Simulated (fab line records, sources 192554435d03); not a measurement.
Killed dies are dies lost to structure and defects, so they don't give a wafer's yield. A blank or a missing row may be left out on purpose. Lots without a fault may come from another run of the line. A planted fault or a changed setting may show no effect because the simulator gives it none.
Which tool did it? | flow n5_finfet | 24 lots, 72 wafers sampled, at 6 steps of a route of 1938

WHAT THE GAUGES READ, wafer by wafer
The record holds no reading of a measuring or inspecting step that can be judged against a usual standard deviation.

WHICH TOOL RAN EACH LOT (tool, then ch and the chambers of the sampled wafers, then the start)
lot  | N5_BEOL_M5_ANNEAL_49         | N5_BEOL_M6_ILD_DEP_00           | N5_BEOL_M6_PECVD_70             | N5_BEOL_M6_STRIP_36                | N5_BEOL_M6_ETCH_41                            | N5_BEOL_M7_CURE_74
L074 | pvd_sputter-03, day 8 12:44  | pecvd-02 ch 0,1,2, day 8 18:07  | pecvd-03 ch 0,1, day 8 18:44    | rie_diel-01 ch 0,2, day 8 21:56    | rie_diel-01 ch 0,2, day 9 01:07 or earlier    | uv_cure-02 ch 2, day 9 01:07
L075 | pvd_sputter-01, day 8 14:17  | pecvd-03 ch 1,2, day 8 19:40    | pecvd-03 ch 0,2, day 8 20:17    | rie_diel-02 ch 0,3, day 9 03:44    | rie_diel-02 ch 0,3, day 9 07:23 or earlier    | uv_cure-01 ch 1, day 9 07:23
L076 | pvd_sputter-03, day 8 19:23  | pecvd-03 ch 1,2, day 9 00:47    | pecvd-03 ch 0,2, day 9 01:23    | rie_diel-06 ch 1,2,3, day 9 07:31  | rie_diel-06 ch 1,2,3, day 9 10:16 or earlier  | uv_cure-02 ch 0, day 9 10:16
L077 | pvd_sputter-03, day 8 23:49  | pecvd-03 ch 0,1,2, day 9 06:01  | pecvd-04 ch 1,2, day 9 06:38    | rie_diel-06 ch 0,1,3, day 9 09:57  | rie_diel-06 ch 0,1,3, day 9 13:31 or earlier  | uv_cure-03 ch 0, day 9 13:31
L078 | pvd_sputter-03, day 9 11:44  | pecvd-04 ch 0,1,2, day 9 17:11  | pecvd-03 ch 0,2, day 9 17:48    | rie_diel-06 ch 0,1, day 9 20:31    | rie_diel-06 ch 0,1, day 9 23:19 or earlier    | uv_cure-01 ch 0, day 9 23:19
L079 | pvd_sputter-03, day 9 16:43  | pecvd-04 ch 0,2, day 9 23:26    | pecvd-03 ch 1,2, day 10 00:03   | rie_diel-01 ch 0,1,3, day 10 03:41 | rie_diel-01 ch 0,1,3, day 10 08:04 or earlier | uv_cure-01 ch 0, day 10 08:04
L081 | pvd_sputter-02, day 10 06:56 | pecvd-02 ch 0,1, day 10 12:22   | pecvd-02 ch 0,1, day 10 12:59   | rie_diel-01 ch 2,3, day 10 17:49   | rie_diel-01 ch 2,3, day 10 23:55 or earlier   | uv_cure-01 ch 1, day 10 23:55
L080 | pvd_sputter-01, day 10 08:24 | pecvd-03 ch 0,1,2, day 10 13:47 | pecvd-02 ch 0,2, day 10 14:53   | rie_diel-06 ch 1,3, day 10 22:28   | rie_diel-06 ch 1,3, day 11 01:20 or earlier   | uv_cure-01 ch 2, day 11 01:20
L082 | pvd_sputter-01, day 10 13:59 | pecvd-03 ch 1,2, day 10 19:36   | pecvd-02 ch 0,1, day 10 20:13   | rie_diel-01 ch 1,2,3, day 11 01:51 | rie_diel-01 ch 1,2,3, day 11 05:23 or earlier | uv_cure-03 ch 2, day 11 05:23
L083 | pvd_sputter-01, day 10 18:39 | pecvd-03 ch 0,1,2, day 11 00:03 | pecvd-03 ch 1,2, day 11 00:40   | rie_diel-02 ch 2,3, day 11 06:40   | rie_diel-02 ch 2,3, day 11 09:55 or earlier   | uv_cure-03 ch 0, day 11 09:55
L084 | pvd_sputter-01, day 11 04:10 | pecvd-03 ch 0,1, day 11 09:33   | pecvd-04 ch 1,2, day 11 10:10   | rie_diel-02 ch 0,1,3, day 11 14:19 | rie_diel-02 ch 0,1,3, day 11 17:24 or earlier | uv_cure-03 ch 0, day 11 17:24
L085 | pvd_sputter-03, day 11 06:07 | pecvd-03 ch 0,1,2, day 11 11:30 | pecvd-04 ch 0,1,2, day 11 12:38 | rie_diel-06 ch 0,1,3, day 11 17:25 | rie_diel-06 ch 0,1,3, day 11 22:10 or earlier | uv_cure-03 ch 2, day 11 22:10
L086 | pvd_sputter-03, day 11 12:56 | pecvd-03 ch 0,1, day 11 18:28   | pecvd-03 ch 0,1, day 11 19:34   | rie_diel-01 ch 0,2,3, day 12 02:26 | rie_diel-01 ch 0,2,3, day 12 05:47 or earlier | uv_cure-02 ch 1, day 12 05:47
L087 | pvd_sputter-03, day 11 23:12 | pecvd-04 ch 0,2, day 12 04:35   | pecvd-03 ch 1,2, day 12 06:05   | rie_diel-01 ch 0,3, day 12 12:06   | rie_diel-01 ch 0,3, day 12 15:31 or earlier   | uv_cure-01 ch 1, day 12 15:31
L089 | pvd_sputter-01, day 12 13:03 | pecvd-03 ch 1,2, day 12 18:29   | pecvd-04 ch 0,1,2, day 12 19:07 | rie_diel-02 ch 0,2,3, day 12 23:47 | rie_diel-02 ch 0,2,3, day 13 03:55 or earlier | uv_cure-03 ch 2, day 13 03:55
L091 | pvd_sputter-02, day 12 16:45 | pecvd-04 ch 1,2, day 12 22:11   | pecvd-02 ch 0,1, day 12 22:47   | rie_diel-02 ch 0,1,2, day 13 02:11 | rie_diel-02 ch 0,1,2, day 13 06:52 or earlier | uv_cure-01 ch 0, day 13 06:52
L090 | pvd_sputter-01, day 12 18:34 | pecvd-03 ch 0,2, day 12 23:56   | pecvd-03 ch 0,1,2, day 13 00:34 | rie_diel-06 ch 0,1,2, day 13 05:47 | rie_diel-06 ch 0,1,2, day 13 09:20 or earlier | uv_cure-02 ch 2, day 13 09:20
L088 | pvd_sputter-02, day 13 01:42 | pecvd-04 ch 1,2, day 13 07:08   | pecvd-03 ch 1,2, day 13 07:45   | rie_diel-06 ch 1,3, day 13 12:32   | rie_diel-06 ch 1,3, day 13 15:11 or earlier   | uv_cure-02 ch 1, day 13 15:11
L092 | pvd_sputter-03, day 13 04:01 | pecvd-04 ch 0,1,2, day 13 10:01 | pecvd-02 ch 0,1,2, day 13 10:37 | rie_diel-06 ch 0,1,3, day 13 17:09 | rie_diel-06 ch 0,1,3, day 13 20:51 or earlier | uv_cure-02 ch 1, day 13 20:51
L095 | pvd_sputter-02, day 13 14:35 | pecvd-03 ch 0,1,2, day 13 20:01 | pecvd-02 ch 0,1, day 13 20:37   | rie_diel-01 ch 0,2,3, day 14 00:20 | rie_diel-01 ch 0,2,3, day 14 03:20 or earlier | uv_cure-03 ch 0, day 14 03:20
L094 | pvd_sputter-01, day 13 23:50 | pecvd-02 ch 1,2, day 14 05:14   | pecvd-02 ch 0,1,2, day 14 05:52 | rie_diel-02 ch 0,2, day 14 09:31   | rie_diel-02 ch 0,2, day 14 13:20 or earlier   | uv_cure-01 ch 1, day 14 13:20
L093 | pvd_sputter-02, day 14 12:14 | pecvd-03 ch 0,1,2, day 14 17:39 | pecvd-02 ch 1,2, day 14 18:19   | rie_diel-01 ch 0,1,3, day 15 00:14 | rie_diel-01 ch 0,1,3, day 15 04:05 or earlier | uv_cure-03 ch 2, day 15 04:05
L096 | pvd_sputter-03, day 14 19:27 | pecvd-03 ch 2, day 15 01:11     | pecvd-02 ch 1,2, day 15 01:50   | rie_diel-02 ch 0,1,2, day 15 04:10 | rie_diel-02 ch 0,1,2, day 15 07:32 or earlier | uv_cure-03 ch 1, day 15 07:32
L097 | pvd_sputter-01, day 15 14:17 | pecvd-04 ch 0,1, day 15 19:51   | pecvd-02 ch 0,1, day 15 20:28   | rie_diel-06 ch 0,3, day 16 01:46   | rie_diel-06 ch 0,3, day 16 05:15 or earlier   | uv_cure-01 ch 2, day 16 05:15
- N5_BEOL_M5_ANNEAL_49: time 1800 s.
- N5_BEOL_M6_ILD_DEP_00: deposits SiCOH lowk from DEMS/porogen, target thk 179.75 nm, time 33.4 s.
- N5_BEOL_M6_PECVD_70: deposits SiO2 from TEOS/O2, target thk 20 nm, time 22.7 s.
- N5_BEOL_M6_STRIP_36: strips in N2/H2.
- N5_BEOL_M6_ETCH_41: etches SiCN in CH3F/O2, target depth 29.7 nm, time 52 s.
- N5_BEOL_M7_CURE_74: cures SiCOH lowk, time 240 s.

WHAT THE TOOLS THEMSELVES READ (means of the sampled wafers that have a number; where no wafer has one, the mark that the record gives instead)
N5_BEOL_M5_ANNEAL_49.
lot  | tool           | heater_power_w (W)
L074 | pvd_sputter-03 | 737
L075 | pvd_sputter-01 | 841
L076 | pvd_sputter-03 | 741
L077 | pvd_sputter-03 | 784
L078 | pvd_sputter-03 | 744
L079 | pvd_sputter-03 | 739
L081 | pvd_sputter-02 | 795
L080 | pvd_sputter-01 | 885
L082 | pvd_sputter-01 | 768
L083 | pvd_sputter-01 | 825
L084 | pvd_sputter-01 | 770
L085 | pvd_sputter-03 | 784
L086 | pvd_sputter-03 | 700
L087 | pvd_sputter-03 | 743
L089 | pvd_sputter-01 | 900
L091 | pvd_sputter-02 | 815
L090 | pvd_sputter-01 | 828
L088 | pvd_sputter-02 | 890
L092 | pvd_sputter-03 | 756
L095 | pvd_sputter-02 | 884
L094 | pvd_sputter-01 | 723
L093 | pvd_sputter-02 | 889
L096 | pvd_sputter-03 | 746
L097 | pvd_sputter-01 | 826

N5_BEOL_M6_ILD_DEP_00.
lot  | tool     | chamber_pressure_Torr (Torr) | heater_power_w (W) | showerhead_plenum_p_Torr (Torr) | throttle_valve_pct (%)
L074 | pecvd-02 | 4.998                        | 318                | 5.743                           | 14.5
L075 | pecvd-03 | 4.991                        | 299                | 5.746                           | 13.7
L076 | pecvd-03 | 5.006                        | 302                | 5.754                           | 13.8
L077 | pecvd-03 | 5.000                        | 295                | 5.747                           | 13.8
L078 | pecvd-04 | 4.997                        | 319                | 5.737                           | 14.5
L079 | pecvd-04 | 4.997                        | 331                | 5.722                           | 14.2
L081 | pecvd-02 | 5.002                        | 352                | 5.737                           | 14.8
L080 | pecvd-03 | 4.997                        | 299                | 5.741                           | 13.8
L082 | pecvd-03 | 4.985                        | 296                | 5.748                           | 14.2
L083 | pecvd-03 | 5.006                        | 308                | 5.754                           | 13.9
L084 | pecvd-03 | 5.008                        | 292                | 5.763                           | 14.3
L085 | pecvd-03 | 4.997                        | 302                | 5.752                           | 14.0
L086 | pecvd-03 | 4.994                        | 317                | 5.754                           | 14.0
L087 | pecvd-04 | 4.997                        | 332                | 5.731                           | 15.9
L089 | pecvd-03 | 5.010                        | 260                | 5.759                           | 14.6
L091 | pecvd-04 | 4.989                        | 333                | 5.725                           | 13.5
L090 | pecvd-03 | 5.002                        | 334                | 5.750                           | 13.5
L088 | pecvd-04 | 4.999                        | 311                | 5.736                           | 13.6
L092 | pecvd-04 | 5.000                        | 307                | 5.732                           | 14.7
L095 | pecvd-03 | 5.002                        | 293                | 5.739                           | 13.8
L094 | pecvd-02 | 4.987                        | 308                | 5.755                           | 14.3
L093 | pecvd-03 | 5.005                        | 310                | 5.751                           | 14.0
L096 | pecvd-03 | 4.996                        | 316                | 5.730                           | 13.6
L097 | pecvd-04 | 4.999                        | 302                | 5.737                           | 15.1

N5_BEOL_M6_PECVD_70.
lot  | tool     | chamber_pressure_Torr (Torr) | heater_power_w (W) | showerhead_plenum_p_Torr (Torr) | throttle_valve_pct (%)
L074 | pecvd-03 | 5.498                        | 642                | 8.87                            | 22.5
L075 | pecvd-03 | 5.498                        | 741                | 8.83                            | 21.7
L076 | pecvd-03 | 5.507                        | 723                | 8.81                            | 21.8
L077 | pecvd-04 | 5.497                        | 761                | 8.76                            | 22.2
L078 | pecvd-03 | 5.496                        | 698                | 8.80                            | 21.6
L079 | pecvd-03 | 5.489                        | 738                | 8.80                            | 22.3
L081 | pecvd-02 | 5.496                        | 759                | 8.76                            | 23.9
L080 | pecvd-02 | 5.510                        | 656                | 8.75                            | 23.9
L082 | pecvd-02 | 5.508                        | 786                | 8.81                            | 23.3
L083 | pecvd-03 | 5.500                        | 725                | 8.85                            | 23.2
L084 | pecvd-04 | 5.494                        | 742                | 8.75                            | 22.0
L085 | pecvd-04 | 5.491                        | 742                | 8.74                            | 23.8
L086 | pecvd-03 | 5.495                        | 649                | 8.87                            | 22.5
L087 | pecvd-03 | 5.499                        | 653                | 8.85                            | 23.2
L089 | pecvd-04 | 5.495                        | 728                | 8.74                            | 23.9
L091 | pecvd-02 | 5.499                        | 772                | 8.78                            | 23.8
L090 | pecvd-03 | 5.491                        | 699                | 8.82                            | 22.4
L088 | pecvd-03 | 5.504                        | 728                | 8.86                            | 23.3
L092 | pecvd-02 | 5.494                        | 749                | 8.80                            | 23.3
L095 | pecvd-02 | 5.501                        | 795                | 8.80                            | 23.2
L094 | pecvd-02 | 5.515                        | 718                | 8.79                            | 23.5
L093 | pecvd-02 | 5.497                        | 715                | 8.85                            | 22.8
L096 | pecvd-02 | 5.500                        | 795                | 8.85                            | 22.7
L097 | pecvd-02 | 5.500                        | 698                | 8.76                            | 21.1

N5_BEOL_M6_STRIP_36.
lot  | tool        | drypump_motor_current_A (A) | h2_flow_sccm (sccm) | oes_product_au (a.u.) | rf_vpp_V (V) | showerhead_plenum_p_Torr (Torr) | throttle_valve_pct (%)
L074 | rie_diel-01 | 5.4                         | 200.0               | 0.91                  | 59.0         | 2.51                            | 23.30
L075 | rie_diel-02 | 5.9                         | 201.0               | 0.71                  | 59.2         | 2.42                            | 23.86
L076 | rie_diel-06 | 5.2                         | 200.7               | 0.84                  | 59.9         | 2.54                            | 23.49
L077 | rie_diel-06 | 5.3                         | 200.2               | 0.89                  | 60.1         | 2.58                            | 23.48
L078 | rie_diel-06 | 5.1                         | 199.6               | 0.84                  | 60.5         | 2.60                            | 23.50
L079 | rie_diel-01 | 6.3                         | 200.1               | 0.85                  | 59.4         | 2.50                            | 23.60
L081 | rie_diel-01 | 5.8                         | 200.3               | 0.90                  | 58.0         | 2.48                            | 23.41
L080 | rie_diel-06 | 5.0                         | 200.5               | 0.82                  | 59.2         | 2.52                            | 23.40
L082 | rie_diel-01 | 6.0                         | 200.1               | 0.90                  | 59.4         | 2.48                            | 23.46
L083 | rie_diel-02 | 5.8                         | 200.3               | 0.82                  | 61.6         | 2.61                            | 23.62
L084 | rie_diel-02 | 5.8                         | 199.5               | 0.79                  | 60.3         | 2.51                            | 23.64
L085 | rie_diel-06 | 5.2                         | 199.3               | 0.85                  | 59.1         | 2.58                            | 23.50
L086 | rie_diel-01 | 5.7                         | 200.2               | 0.84                  | 59.6         | 2.50                            | 23.45
L087 | rie_diel-01 | 6.0                         | 200.4               | 0.78                  | 59.5         | 2.51                            | 23.56
L089 | rie_diel-02 | 5.9                         | 199.8               | 0.74                  | 58.4         | 2.51                            | 23.78
L091 | rie_diel-02 | 5.5                         | 199.9               | 0.84                  | 60.2         | 2.60                            | 23.59
L090 | rie_diel-06 | 5.3                         | 199.5               | 0.81                  | 61.6         | 2.60                            | 23.63
L088 | rie_diel-06 | 5.2                         | 200.4               | 0.82                  | 59.3         | 2.49                            | 23.40
L092 | rie_diel-06 | 5.2                         | 199.9               | 0.83                  | 59.7         | 2.57                            | 23.51
L095 | rie_diel-01 | 5.8                         | 199.7               | 0.82                  | 60.1         | 2.49                            | 23.47
L094 | rie_diel-02 | 5.5                         | 199.8               | 0.75                  | 60.0         | 2.50                            | 23.85
L093 | rie_diel-01 | 6.3                         | 200.5               | 0.81                  | 58.5         | 2.49                            | 23.63
L096 | rie_diel-02 | 5.5                         | 200.0               | 0.81                  | 58.4         | 2.59                            | 23.61
L097 | rie_diel-06 | 5.5                         | 199.8               | 0.85                  | 60.1         | 2.61                            | 23.64

N5_BEOL_M6_ETCH_41.
lot  | tool        | drypump_motor_current_A (A) | oes_product_au (a.u.) | rf_vpp_V (V) | showerhead_plenum_p_Torr (Torr) | throttle_valve_pct (%)
L074 | rie_diel-01 | 5.4                         | 0.91                  | 296.8        | 1.98                            | 15.96
L075 | rie_diel-02 | 5.9                         | 0.71                  | 296.0        | 1.89                            | 16.27
L076 | rie_diel-06 | 5.2                         | 0.84                  | 296.9        | 2.00                            | 16.18
L077 | rie_diel-06 | 5.2                         | 0.88                  | 297.4        | 2.04                            | 16.03
L078 | rie_diel-06 | 5.1                         | 0.83                  | 297.4        | 2.05                            | 16.13
L079 | rie_diel-01 | 6.3                         | 0.86                  | 296.5        | 1.98                            | 16.33
L081 | rie_diel-01 | 5.7                         | 0.90                  | 296.0        | 1.97                            | 16.16
L080 | rie_diel-06 | 5.0                         | 0.81                  | 295.9        | 1.99                            | 16.08
L082 | rie_diel-01 | 6.0                         | 0.91                  | 297.0        | 1.96                            | 16.14
L083 | rie_diel-02 | 5.8                         | 0.82                  | 297.8        | 2.05                            | 16.19
L084 | rie_diel-02 | 5.8                         | 0.78                  | 296.6        | 1.97                            | 16.21
L085 | rie_diel-06 | 5.2                         | 0.85                  | 297.3        | 2.03                            | 16.07
L086 | rie_diel-01 | 5.7                         | 0.84                  | 296.4        | 1.98                            | 16.19
L087 | rie_diel-01 | 6.0                         | 0.78                  | 297.2        | 1.99                            | 16.37
L089 | rie_diel-02 | 5.8                         | 0.73                  | 295.8        | 1.96                            | 16.28
L091 | rie_diel-02 | 5.4                         | 0.83                  | 298.0        | 2.05                            | 16.25
L090 | rie_diel-06 | 5.3                         | 0.83                  | 297.8        | 2.04                            | 16.30
L088 | rie_diel-06 | 5.2                         | 0.82                  | 296.0        | 1.97                            | 16.05
L092 | rie_diel-06 | 5.3                         | 0.83                  | 297.1        | 2.02                            | 16.11
L095 | rie_diel-01 | 5.7                         | 0.83                  | 295.8        | 1.97                            | 16.23
L094 | rie_diel-02 | 5.5                         | 0.74                  | 296.1        | 1.96                            | 16.40
L093 | rie_diel-01 | 6.2                         | 0.80                  | 297.5        | 1.97                            | 16.42
L096 | rie_diel-02 | 5.5                         | 0.81                  | 297.8        | 2.04                            | 16.29
L097 | rie_diel-06 | 5.4                         | 0.84                  | 299.4        | 2.05                            | 16.12

N5_BEOL_M7_CURE_74.
lot  | tool       | lamp_power_pct (%) | wafer_temp_C_max
L074 | uv_cure-02 | 52.31              | 387.3
L075 | uv_cure-01 | 52.34              | 386.1
L076 | uv_cure-02 | 52.33              | 387.0
L077 | uv_cure-03 | 52.30              | 387.2
L078 | uv_cure-01 | 52.31              | 387.2
L079 | uv_cure-01 | 52.36              | 387.5
L081 | uv_cure-01 | 52.31              | 386.5
L080 | uv_cure-01 | 52.27              | 386.8
L082 | uv_cure-03 | 52.28              | 386.3
L083 | uv_cure-03 | 52.35              | 386.9
L084 | uv_cure-03 | 52.33              | 387.0
L085 | uv_cure-03 | 52.28              | 386.4
L086 | uv_cure-02 | 52.32              | 388.5
L087 | uv_cure-01 | 52.34              | 386.6
L089 | uv_cure-03 | 52.35              | 386.5
L091 | uv_cure-01 | 52.30              | 386.5
L090 | uv_cure-02 | 52.28              | 387.2
L088 | uv_cure-02 | 52.29              | 388.5
L092 | uv_cure-02 | 52.34              | 388.1
L095 | uv_cure-03 | 52.36              | 386.7
L094 | uv_cure-01 | 52.32              | 386.3
L093 | uv_cure-03 | 52.29              | 386.3
L096 | uv_cure-03 | 52.27              | 385.6
L097 | uv_cure-01 | 52.30              | 386.6

THE ANSWER, worked out from the rows above alone
Rule: what is usual is taken from the lots themselves. Put in order of their means at a reading, lots are off if they are a third of the lots or fewer, leave a main group of 4 or more, and stand apart from it by a gap of 3 or more times the standard deviation of the main group's means; of several such gaps the widest counts. A main group whose means are all the same, to the digits that the tables above print for the reading, isn't used. A lot without any number at a reading at which 4 lots or more have one is off too. The other lots that the step has rows for count as sound. The gauges are gone through in route order, then the tools' own readings, and for those a lot's mean is taken as printed above. The first step at which some lot is off is used, and at that step the reading that is off furthest; a lot without a number counts as furthest.
No lot is off at any reading shown: from this, nothing can be told.

WHAT THE SIMULATOR HAD PUT IN
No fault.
